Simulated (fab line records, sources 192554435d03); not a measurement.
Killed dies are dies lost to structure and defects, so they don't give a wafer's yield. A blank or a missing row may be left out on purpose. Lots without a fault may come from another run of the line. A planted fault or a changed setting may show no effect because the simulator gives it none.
A struck lot beside a sound one | flow n5_finfet | 40 steps out of a route of 1938
Sound: wafers L144.1, L144.3. Struck: wafers L153.2, L153.3. The cause comes at the end.
At each step with rows: each side's tool, then ch and its chambers, then its first start. Under that, the readings that differ: sound wafers | struck wafers | difference of the means | sigmas: that difference in standard deviations of wafers without a fault.
alike: readings whose means differ by less than 2 such deviations, and words and numbers that are the same on both sides. not compared: withheld readings, readings that some wafer has no value for, bounds like >300 that may hide the same value, and numbers for which the record gives no deviation and whose values overlap.
The two part at a step that has a row with sigmas, a row that says differs or no value, or rows on one side only. Numbers that don't overlap but have no deviation are shown without sigmas and don't part them. A reading that every wafer of one side lacks parts them only if that side has two wafers or more.

first, 9 steps without rows for these wafers: N5_BEOL_M4_ANNEAL_95 (time 240 s); N5_BEOL_M4_SPUTTER_96 (material Cu, target thk 4.5 nm, time 8.29 s); N5_BEOL_M4_ECD_50 (material Cu, target thk 300 nm); N5_BEOL_M4_ANNEAL_51 (time 90 s); N5_BEOL_M4_CMP_52 (polishes, stops on SiOC, t overpolish 6.8 s, target thk 40 nm); N5_BEOL_M4_PRE_CLEAN_60 (time 15 s); N5_BEOL_M4_CO_CAP_55 (material Co, precursor CCTBA/H2, target thk 2 nm, time 102.1 s); N5_BEOL_M4_PRE_CLEAN_56 (time 15 s); N5_BEOL_M4_DEP_57 (deposits SiCN from 3MS/NH3, target thk 8 nm, time 14 s).
N5_BEOL_M4_RC_MEAS_101:
  sound on prober-02 ch 0, day 9 21:50; struck on prober-01 ch 0, day 11 23:38
  reading        | sound     | struck    | difference | sigmas
  IOFF_P (nA/um) | 0.26 0.29 | 0.18 0.16 | -0.11      | -2
  ION_P (uA/um)  | 477 493   | 462 466   | -21        | -2
  SS_N (mV/dec)  | 71.3 72.8 | 70.7 69.8 | -1.8       | -2
  VT_P (mV)      | -245 -242 | -252 -251 | -8         | -2
  alike: DIBL_N, DIBL_P, IOFF_N, ION_N, SS_P, VT_N
then, 24 steps without rows for these wafers: N5_BEOL_M5_ILD_DEP_00 (deposits SiCOH lowk from DEMS/porogen, target thk 140.64 nm, time 25.9 s); N5_BEOL_M5_CURE_79 (cures SiCOH lowk, time 240 s); N5_BEOL_M5_PECVD_70 (deposits SiO2 from TEOS/O2, target thk 16 nm, time 18 s); N5_BEOL_M5_HM_DEP_02 (deposits TiN, target thk 20 nm); N5_BEOL_M5_COAT_59 (time 60 s, resist thk 60 nm); N5_BEOL_M5_COAT_60 (time 60 s, resist thk 12 nm); N5_BEOL_M5_COAT_71 (time 60 s, resist thk 5 nm); N5_BEOL_M5_COAT_05 (resist thk 30 nm); N5_BEOL_M5_EBR_07; N5_BEOL_M5_SOFTBAKE_06 (time 60 s); N5_BEOL_M5_EXPOSE_08 (exposes mask M5, target cd 28 nm); N5_BEOL_M5_PEB_09 (peb time 60 s); N5_BEOL_M5_DEVELOP_10 (develop time 30 s); N5_BEOL_M5_DESCUM_16 (chemistry O2, time 7 s); N5_BEOL_M5_ETCH_72 (etches underlayer in N2/H2, target depth 6.5 nm, time 5.2 s); N5_BEOL_M5_ETCH_61 (etches SiARC in CF4, target depth 15.6 nm, time 26 s); N5_BEOL_M5_ETCH_62 (etches SOC in N2/H2, target depth 75 nm, overetch 15 nm, time 112.5 s); N5_BEOL_M5_STRIP_63 (strips in N2/H2); N5_BEOL_M5_STRIP_73 (strips in N2/H2); N5_BEOL_M5_STRIP_64 (strips in CF4); N5_BEOL_M5_HM_OPEN_17 (chemistry Cl2/BCl3, target TiN, target depth 20 nm, overetch 6 nm); N5_BEOL_M5_STRIP_19 (strips in O2); N5_BEOL_M5_COAT_65 (time 60 s, resist thk 60 nm); N5_BEOL_M5_COAT_66 (time 60 s, resist thk 12 nm).
N5_BEOL_M7_ETCH_62: etches SOC in N2/H2, target depth 110 nm, overetch 22 nm, time 165 s.
  sound on rie_diel-02 ch 2,3, day 10 22:32; struck on rie_diel-02 ch 2,3, day 12 19:51
  reading                                    | sound       | struck     | difference | sigmas
  model.etch.depth_nm (nm)                   | 99.48 99.74 | 67.41 69.7 | -31.05     |
  model.SiARC_of_BEOL_M7_COAT_60.thk_nm (nm) | 28.6 28.4   | 31.4 31.4  | +2.9       |
  model.BEOL_M7.cd_offset_nm (nm)            | -0.2 0      | -1 -1.2    | -1         |
  alike: drypump_motor_current_A, h2_flow_sccm, oes_product_au, rf_vpp_V, showerhead_plenum_p_Torr, throttle_valve_pct
  not compared: rf_hours_counter_h
N5_BEOL_M7_HM_OPEN_17: chemistry Cl2/BCl3, target TiN, target depth 20 nm, overetch 6 nm.
  sound on rie_metal-01 ch 0,1, day 10 22:43; struck on rie_metal-02 ch 0,1, day 12 20:02
  reading                         | sound       | struck      | difference | sigmas
  oes_product_au (a.u.)           | 0.71 0.63   | 0.31 0.33   | -0.35      | -8
  throttle_valve_pct (%)          | 22.14 21.88 | 22.80 22.23 | +0.51      | +2
  model.BEOL_M7.cd_offset_nm (nm) | -0.2 0      | -1.2 -1.2   | -1.1       |
  alike: drypump_motor_current_A
  not compared: rf_hours_counter_h
N5_BEOL_M7_CD_MEAS_18: pitch 80 nm, target cd 40 nm.
  sound on cd_sem-02, day 10 22:55; struck on cd_sem-02, day 12 20:13
  reading    | sound     | struck | difference                    | sigmas
  cd_nm (nm) | 40.0 39.8 | - -    | no value on the struck wafers |
N5_BEOL_M7_VIA_ETCH_34: etches SiCOH lowk in C4F6/O2, target depth 125.5 nm, time 50.5 s.
  sound on rie_diel-02 ch 2,3, day 10 23:44; struck on rie_diel-04 ch 0,1, day 12 20:50
  reading               | sound     | struck    | difference | sigmas
  oes_product_au (a.u.) | 0.72 0.68 | 0.26 0.26 | -0.44      | -5
  alike: O2_flow_sccm, drypump_motor_current_A, oes_f_703_au, oes_o_777_au, rf_vpp_V, showerhead_plenum_p_Torr, throttle_valve_pct
  not compared: rf_hours_counter_h
N5_BEOL_M7_OCD_MEAS_38:
  sound on ocd-01, day 10 23:59; struck on ocd-01, day 12 21:05
  reading              | sound     | struck | difference                    | sigmas
  trench_depth_nm (nm) | 90.6 92.1 | - -    | no value on the struck wafers |
-- the record jumps here: 4 days lie between the struck wafers' starts before and after (it left off in module BEOL_M7 and takes up again in module PASSIVATION, whose first step shown is number 1936 of the route) --
N5_PASSIVATION_PROBE_49:
  sound on prober-02, day 14 05:50; struck on prober-01, day 16 11:28
  reading                  | sound     | struck    | difference | sigmas
  defect_limited_yield (%) | 93.1 92.6 | 0 0       | -93        | -66
  killed_at_M4_up          | 16 12     | 1055 1095 | +1061      | +99 or more
  killed_dies              | 82 87     | 1180 1180 | +1096      | +64
  killed_on_rim            | 16 14     | 152 152   | +137       | +35
  sort_bin_5_function (%)  | 4.2 3.1   | 95.8 96.6 | +92.5      | +93
  sort_n_pass              | 1098 1093 | 0 0       | -1096      | -58
  sort_yield_pct (%)       | 93.1 92.6 | 0 0       | -93        | -58
  alike: killed_at_M0_to_M3, killed_at_contacts, killed_at_front_end, killed_at_other, killed_open, killed_short, sort_bin_6_memory

WHERE THEY PART
First at N5_BEOL_M4_RC_MEAS_101; last, within this record, at N5_PASSIVATION_PROBE_49.

WHY: what the simulator had put in
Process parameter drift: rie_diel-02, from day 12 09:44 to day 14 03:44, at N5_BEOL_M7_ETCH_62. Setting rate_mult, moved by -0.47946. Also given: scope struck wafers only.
